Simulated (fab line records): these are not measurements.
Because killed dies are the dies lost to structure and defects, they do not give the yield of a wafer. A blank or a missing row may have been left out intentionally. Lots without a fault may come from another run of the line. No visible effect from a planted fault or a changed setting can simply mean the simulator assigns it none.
fab line records    flow nandHarc
record: lots: 12  wafers: 36  lastDay: 34
route steps=1302 shown P_ZERO_WELL@19 P_STI@89 P_GATE@151
lots untouched by any fault: they come from a run of this same line in which no faults occurred
startH: hours from the record's first day to the start of the lot's first wafer shown    waitH: time in hours since the lot's previous step    " identical to the entry in the row above    L1.1+2: a row that stands for several wafers    - value missing, or start not given    * or withheld: withheld    < > ~ a bound
route shown NAME@n: names a module that has steps shown in the file, with the first one's number in the route    usual: mean/standard deviation taken from wafers without a fault    same: alike in all rows    chamber/n: place in a boat    sites: per-site readings    _std_site: standard deviation of those values    _edge_site: the outer-site mean with the inner-site mean subtracted    radiusMm: for every site, how far away it sits from the centre of the wafer    mask NAME#n: copy n    behind: the most recent tool/chamber to have shaped the wafer    hold: cause of the lot's hold/its duration in hours/its outcome    device: the transistor (n, p or np) that didn't switch    end of line: the same wafers' tests at the end of the route    step lacking rows: just its recipe    killed: dies lost to structure and defects at the first sort, not the wafer's yield    map: a wafer's dies, marking killed ones x, the rest . and places with no die _
set.NAME: the setting as run; set.NAME@STEP: as run at that earlier step    model.NAME: the simulator's own value behind a step, which no gauge read
route steps across a sampled set of lots; one table per step, one row per wafer
services: from which hour (startH, from the record's first day; less than 0 if before it) a tool's chamber was out of use, for how many hours, and why
== steps ==
step: NHARC_P_ZERO_WELL_ETCH_63
recipe: targetDepthA: 1200  timeS: 40.1  hbrFlowSccm: 150  cl2FlowSccm: 50  rfW: 400  icpW: 400  biasW: 100  chemistry: HBr/Cl2
usual: drypumpMotorCurrentA: 5.8/0.39  mfcCl2Sccm: 50.01/0.13  oesProductAu: 0.997/0.01  throttleValvePct: 26.406/0.0089
lot.wafer  tool      chamber  startH  waitH  drypumpMotorCurrentA  mfcCl2Sccm  oesProductAu  rfHoursCounterH  throttleValvePct
L996.1     rieSi-01  1        41.67   -      5.3                   50.11       1.007         0.1              26.399
L996.4     "         3        "       "      6.2                   50.03       1.004         0.1              26.398
L996.6     "         1        "       "      5.4                   50.02       1.016         -                26.403
L997.3     rieSi-01  2        51.69   -      6.0                   50.02       0.990         0.3              26.414
L997.5     "         1        "       "      5.4                   49.78       1.007         -                26.389
L997.6     "         2        "       "      6.0                   49.94       0.995         -                26.389
L999.4     rieSi-01  1        71.66   -      5.4                   49.88       1.361         0.3              26.406
L999.1     "         3        "       "      6.1                   50.06       1.332         0.3              26.407
L999.5     "         1        "       "      5.3                   49.99       1.355         -                26.415
L100.2     rieSi-01  0        81.82   -      6.3                   49.72       1.316         0.3              26.415
L100.4     "         2        "       "      6.0                   50.15       1.305         0.5              26.407
L100.6     "         3        "       "      6.1                   49.84       1.336         -                26.393
L107.2     rieSi-01  0        151.76  -      6.4                   49.90       0.981         0.7              26.410
L107.3     "         3        "       "      6.1                   49.93       1.000         0.9              26.392
L107.6     "         1        "       "      5.4                   49.92       0.998         -                26.408
L110.3     rieSi-03  3        181.81  -      5.3                   50.06       0.977         0.7              26.405
L110.2     "         1        "       "      5.7                   50.25       1.005         1.1              26.421
L110.6     "         3        "       "      5.3                   49.89       0.989         -                26.396
L111.4     rieSi-03  1        191.69  -      5.7                   49.99       0.992         1.1              26.402
L111.1     "         0        "       "      5.4                   50.07       1.014         1.0              26.424
L111.6     "         1        "       "      5.7                   50.07       0.999         -                26.406
L113.4     rieSi-01  1        211.61  -      5.3                   50.20       1.003         0.0              26.409
L113.2     "         2        "       "      6.0                   49.99       0.985         0.0              26.402
L113.3     "         3        "       "      6.1                   50.16       0.995         0.0              26.411
L114.4     rieSi-01  3        221.74  -      6.1                   49.93       1.000         0.1              26.407
L114.5     "         1        "       "      5.4                   50.14       0.985         -                26.408
L114.6     "         2        "       "      5.9                   50.15       0.984         -                26.394
L115.2     rieSi-02  3        231.70  -      6.5                   50.04       0.999         0.8              26.401
L115.4     "         0        "       "      6.1                   50.13       0.990         0.9              26.401
L115.5     "         3        "       "      6.5                   49.99       0.992         -                26.409
L116.1     rieSi-03  3        241.68  -      5.3                   50.01       0.994         0.0              26.408
L116.5     "         2        "       "      5.6                   49.95       0.997         -                26.397
L116.4     "         3        "       "      5.3                   50.13       0.999         -                26.403
L117.1     rieSi-03  1        251.66  -      5.7                   49.91       0.984         0.2              26.406
L117.3     "         2        "       "      5.6                   50.08       0.995         0.2              26.392
L117.5     "         3        "       "      5.3                   50.02       0.990         -                26.393
step: NHARC_P_STI_ETCH_31
recipe: targetDepthA: 1089  timeS: 54.5  cf4FlowSccm: 100  chf3FlowSccm: 30  arFlowSccm: 0  rfW: 500  biasW: 200  chemistry: CF4/CHF3
usual: chf3FlowSccm: 29.99/0.088  drypumpMotorCurrentA: 5.7/0.38  oesProductAu: 0.959/0.018  rfVppV: 370.3/2.5  showerheadPlenumPTorr: 1.57/0.067  throttleValvePct: 16.802/0.0089
lot.wafer  tool        chamber  startH  waitH  chf3FlowSccm  drypumpMotorCurrentA  oesProductAu  rfHoursCounterH  rfVppV  showerheadPlenumPTorr  throttleValvePct
L996.1     rieDiel-10  3        -       -      30.12         5.7                   0.971         13.7             368.0   1.47                   16.803
L996.6     "           0        "       "      30.06         5.7                   0.972         -                370.6   1.55                   16.810
L996.4     "           3        "       "      30.21         5.7                   0.970         -                368.1   1.47                   16.810
L997.3     rieDiel-13  0        -       -      29.93         6.5                   0.944         3.6              373.2   1.65                   16.815
L997.6     "           3        "       "      29.91         5.5                   0.931         -                373.9   1.62                   16.794
L997.5     "           0        "       "      29.96         6.5                   0.943         -                373.3   1.65                   16.782
L999.1     rieDiel-10  3        -       -      29.90         5.6                   0.980         1.5              366.7   1.47                   16.810
L999.4     "           0        "       "      29.95         5.7                   0.988         1.6              369.7   1.55                   16.808
L999.5     "           2        "       "      30.10         5.8                   0.960         -                371.4   1.61                   16.804
L100.2     rieDiel-09  1        -       -      29.95         5.4                   0.964         8.1              371.6   1.60                   16.793
L100.4     "           0        "       "      30.01         5.3                   0.960         -                367.7   1.48                   16.791
L100.6     "           1        "       "      30.00         5.3                   0.969         -                371.3   1.60                   16.812
L107.3     rieDiel-09  2        -       -      29.97         5.9                   0.975         2.3              372.3   1.58                   16.804
L107.2     "           0        "       "      29.92         5.3                   0.977         2.8              368.5   1.48                   16.820
L107.6     "           2        "       "      29.95         5.9                   0.958         -                371.1   1.58                   16.803
L110.2     rieDiel-13  0        -       -      30.10         6.5                   0.957         1.4              372.6   1.65                   16.808
L110.3     "           1        "       "      30.10         5.8                   0.964         1.7              372.6   1.63                   16.809
L110.6     "           2        "       "      30.02         6.1                   0.959         -                366.8   1.48                   16.819
L111.1     rieDiel-13  2        -       -      30.10         6.1                   0.952         2.4              367.0   1.48                   16.804
L111.6     "           1        "       "      30.03         5.8                   0.952         -                372.2   1.63                   16.805
L111.4     "           2        "       "      30.10         6.1                   0.954         -                367.9   1.48                   16.793
L113.4     rieDiel-13  1        -       -      29.89         5.8                   0.975         2.6              371.9   1.63                   16.788
L113.2     "           3        "       "      29.88         5.5                   0.955         2.6              372.1   1.62                   16.804
L113.3     "           0        "       "      30.05         6.5                   0.988         2.6              372.8   1.65                   16.797
L114.4     rieDiel-09  1        -       -      30.07         5.4                   0.961         7.0              370.5   1.60                   16.808
L114.6     "           0        "       "      29.87         5.3                   0.956         -                367.5   1.48                   16.779
L114.5     "           1        "       "      30.08         5.4                   0.956         -                371.0   1.60                   16.812
L115.4     rieDiel-13  2        -       -      29.93         6.1                   0.963         4.1              367.7   1.47                   16.791
L115.2     "           3        "       "      30.01         5.6                   0.978         3.8              372.1   1.62                   16.797
L115.5     "           2        "       "      30.06         6.1                   0.952         -                367.3   1.47                   16.798
L116.4     rieDiel-09  2        -       -      30.06         5.9                   0.972         9.0              369.5   1.58                   16.800
L116.1     "           1        "       "      29.99         5.4                   0.985         9.0              371.4   1.60                   16.802
L116.5     "           3        "       "      29.88         5.0                   0.948         -                370.2   1.53                   16.803
L117.3     rieDiel-10  3        -       -      29.90         5.6                   0.982         1.5              367.0   1.47                   16.792
L117.1     "           1        "       "      29.95         5.3                   0.969         1.6              374.5   1.67                   16.799
L117.5     "           0        "       "      29.92         5.7                   0.955         -                368.7   1.54                   16.809
step: NHARC_P_GATE_CD_MEAS_33
usual: cdNm: 119.5/2.7
lot.wafer  tool      chamber  startH  waitH  cdNm
L996.1     cdSem-02  -        114.32  -      122.1
L996.4     "         -        "       "      119.9
L996.6     "         -        "       "      119.1
L997.3     cdSem-03  -        130.58  -      123.8
L997.5     "         -        "       "      120.1
L997.6     "         -        "       "      123.5
L999.1     cdSem-02  -        142.44  -      117.9
L999.4     "         -        "       "      121.4
L999.5     "         -        "       "      117.4
L100.2     cdSem-01  -        158.18  0.1    120.9
L100.4     "         -        "       "      123.3
L100.6     "         -        "       "      119.3
L107.2     cdSem-01  -        227.38  -      118.2
L107.3     "         -        "       "      121.4
L107.6     "         -        "       "      116.2
L110.2     cdSem-02  -        263.77  -      121.0
L110.3     "         -        "       "      116.7
L110.6     "         -        "       "      117.5
L111.1     cdSem-03  -        267.49  -      124.6
L111.4     "         -        "       "      127.6
L111.6     "         -        "       "      121.0
L113.2     cdSem-02  -        289.51  -      114.9
L113.3     "         -        "       "      119.0
L113.4     "         -        "       "      117.6
L114.4     cdSem-03  -        300.00  -      117.7
L114.5     "         -        "       "      117.7
L114.6     "         -        "       "      118.3
L115.2     cdSem-02  -        318.18  -      118.6
L115.4     "         -        "       "      115.7
L115.5     "         -        "       "      124.8
L116.1     cdSem-02  -        321.03  -      118.4
L116.4     "         -        "       "      115.8
L116.5     "         -        "       "      122.2
L117.1     cdSem-01  -        328.83  -      118.8
L117.3     "         -        "       "      119.9
L117.5     "         -        "       "      119.0
step: NHARC_P_GATE_CD_MEAS_91
recipe: targetCdNm: 2000  landingEnergyEv: 500
usual: cdNm: 1998.7/1.3
lot.wafer  tool      chamber  startH  waitH  cdNm
L996.1     cdSem-02  0        128.72  -      1997.6
L996.4     "         0        "       "      1999.8
L996.6     "         0        "       "      1996.7
L997.3     cdSem-01  0        146.93  -      2002.3
L997.5     "         0        "       "      1998.6
L997.6     "         0        "       "      2000.7
L999.1     cdSem-01  0        156.86  -      1998.3
L999.4     "         0        "       "      2000.3
L999.5     "         0        "       "      1997.5
L100.2     cdSem-01  0        172.63  -      1996.4
L100.4     "         0        "       "      1999.3
L100.6     "         0        "       "      1998.3
L107.2     cdSem-02  0        241.81  -      1999.6
L107.3     "         0        "       "      1998.8
L107.6     "         0        "       "      2001.6
L110.2     cdSem-03  0        278.33  -      1997.7
L110.3     "         0        "       "      1998.7
L110.6     "         0        "       "      1999.4
L111.1     cdSem-02  0        282.06  -      1997.7
L111.4     "         0        "       "      1999.4
L111.6     "         0        "       "      1999.4
L113.2     cdSem-02  0        303.86  -      1999.9
L113.3     "         0        "       "      2000.8
L113.4     "         0        "       "      1998.6
L114.4     cdSem-03  0        320.14  -      2000.9
L114.5     "         0        "       "      1996.4
L114.6     "         0        "       "      1997.3
L115.2     cdSem-01  0        332.63  -      1998.9
L115.4     "         0        "       "      1998.4
L115.5     "         0        "       "      1999.0
L116.1     cdSem-01  0        335.61  -      1997.6
L116.4     "         0        "       "      1998.1
L116.5     "         0        "       "      1998.1
L117.1     cdSem-02  0        343.22  -      1997.7
L117.3     "         0        "       "      1997.4
L117.5     "         0        "       "      1998.7
== services ==
tool        chamber  startH  hours  kind
rieSi-03    -        44.00   9.0    pm
rieDiel-13  1        71.39   13.7   repair
rieSi-01    3        104.99  5.2    repair
rieDiel-09  3        105.67  6.6    repair
rieDiel-09  1        109.98  3.7    repair
rieDiel-13  2        113.02  9.4    repair
rieSi-03    3        122.35  4.9    repair
rieDiel-09  3        123.34  12.3   repair
rieSi-03    2        133.22  20.0   repair
rieDiel-09  3        136.03  16.1   repair
rieDiel-09  -        138.65  0.7    repair
rieDiel-09  -        143.10  9.0    pm
rieDiel-09  -        160.98  0.4    repair
rieSi-01    3        164.20  6.0    repair
rieDiel-13  -        165.00  9.0    pm
rieSi-01    2        172.56  8.1    repair
rieSi-01    1        176.06  5.7    repair
rieDiel-09  0        188.24  18.5   repair
rieSi-01    0        188.72  1.9    repair
rieSi-01    -        193.00  9.0    pm
rieDiel-13  3        213.86  12.8   repair
rieSi-03    -        221.00  9.0    pm
rieSi-01    1        249.16  6.3    repair
rieDiel-13  -        274.15  1.1    repair
== key ==
firstSign: step: NHARC_P_ZERO_WELL_ETCH_63  reading: oesProductAu  direction: up  sigmas: 33  usual: 0.997  struck: 1.334
effect none on later readings
metAt NHARC_P_ZERO_WELL_ETCH_63
struckLots L999,L100
testerLeftOut L999,L100
notActingAt NHARC_P_STI_ETCH_31,NHARC_P_GATE_CD_MEAS_33,NHARC_P_GATE_CD_MEAS_91
onsetBetween 51.69 71.66
fault: kind: processParameterDrift  tool: rieSi-01  chamber: -  onsetH: 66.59  steps: NHARC_P_ZERO_WELL_ETCH_63  channel: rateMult  offset: 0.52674  shape: step  endH: 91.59
testerLeftOut: of these lots the tester's yield and bins aren't shown, on N5 and GAA mostly nor the transistor test; their killed dies are dies lost to structure and defects alone, not to doping, threshold or leakage, so they don't give the yield
